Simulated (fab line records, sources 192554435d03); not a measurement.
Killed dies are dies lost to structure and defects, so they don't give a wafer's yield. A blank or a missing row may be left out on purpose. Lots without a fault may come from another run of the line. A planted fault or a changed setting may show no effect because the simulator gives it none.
Which tool did it? | flow n5_finfet | 12 lots, 36 wafers sampled, at 1 step of a route of 1938

WHAT THE GAUGES READ, wafer by wafer
N5_BEOL_M11_THK_MEAS_53: measures by xrf.
lot  | measured     | on            | M11_THK (nm)
L075 | day 11 00:05 | film_metro-01 | 137 133 137
L077 | day 11 08:04 | film_metro-01 | 133 134 136
L080 | day 11 20:13 | film_metro-02 | 148 136 135
L081 | day 12 11:16 | film_metro-01 | 141 144 137
L084 | day 13 05:49 | film_metro-02 | 137 139 138
L085 | day 13 13:45 | film_metro-01 | 139 135 139
L087 | day 14 15:17 | film_metro-01 | 140 140 142
L088 | day 15 10:37 | film_metro-01 | 138 137 141
L090 | day 15 18:55 | film_metro-02 | 144 142 142
L092 | day 15 20:16 | film_metro-02 | 139 140 139
L095 | day 16 09:40 | film_metro-02 | 140 146 150
L096 | day 17 02:25 | film_metro-02 | 138 134 142

WHICH TOOL RAN EACH LOT (tool, then ch and the chambers of the sampled wafers, then the start)
The record holds no process step before these readings.

THE ANSWER, worked out from the rows above alone
Rule: what is usual is taken from the lots themselves. Put in order of their means at a reading, lots are off if they are a third of the lots or fewer, leave a main group of 4 or more, and stand apart from it by a gap of 3 or more times the standard deviation of the main group's means; of several such gaps the widest counts. A main group whose means are all the same, to the digits that the tables above print for the reading, isn't used. A lot without any number at a reading at which 4 lots or more have one is off too. The other lots that the step has rows for count as sound.
No lot is off at any reading shown: from this, nothing can be told.

WHAT THE SIMULATOR HAD PUT IN
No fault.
